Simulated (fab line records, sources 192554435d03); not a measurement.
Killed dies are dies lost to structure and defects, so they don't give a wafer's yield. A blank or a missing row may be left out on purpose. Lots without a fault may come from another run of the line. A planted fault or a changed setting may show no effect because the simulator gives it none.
Chamber matching | flow n5_finfet | N5_SD_EPI_N_ETCHBACK_44 on rie_diel-03: 4 sister chambers
The step etches SiNx in CH3F/O2, stops on SiO2, target depth 14.5 nm. 4 wafers are shown with their chamber, then 7 later ones without.

WAFERS WITH THEIR CHAMBER
wafer  | chamber | drypump_motor_current_A (A)
L088.1 | 0       | 5.09
L088.4 | 3       | 5.65
L089.2 | 2       | 5.67
L089.3 | 1       | 5.56

WAFERS WITHOUT THEIR CHAMBER
wafer  | drypump_motor_current_A (A)
L089.6 | 5.56
L090.2 | 5.55
L090.3 | 5.05
L090.5 | 5.64
L097.2 | 5.66
L097.4 | 5.09
L097.5 | 5.64

WHICH CHAMBER EACH WENT THROUGH
wafer  | from the rows above     | in truth
L089.6 | 1                       | 1
L090.2 | 1                       | 1
L090.3 | 0                       | 0
L090.5 | can't be placed: 3 or 2 | 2
L097.2 | can't be placed: 2 or 3 | 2
L097.4 | 0                       | 0
L097.5 | can't be placed: 3 or 2 | 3
Placed correctly: 4 of 7. Can't be placed from these rows: 3 (the true chamber is among the candidates in 3). Placed wrongly: 0.
How it was worked out, from the rows above alone: a wafer's distance from a chamber is the root of the sum, over the readings, of the square of ((its reading less the chamber's mean) divided by the reading's scatter). The wafer belongs to the nearest chamber; if the next one is less than 2 further off, it can't be placed. A chamber's mean is the mean of its shown wafers. The scatter: with one shown wafer a chamber, the root of the mean of the squares of how far each hidden wafer lies from its nearest shown one.
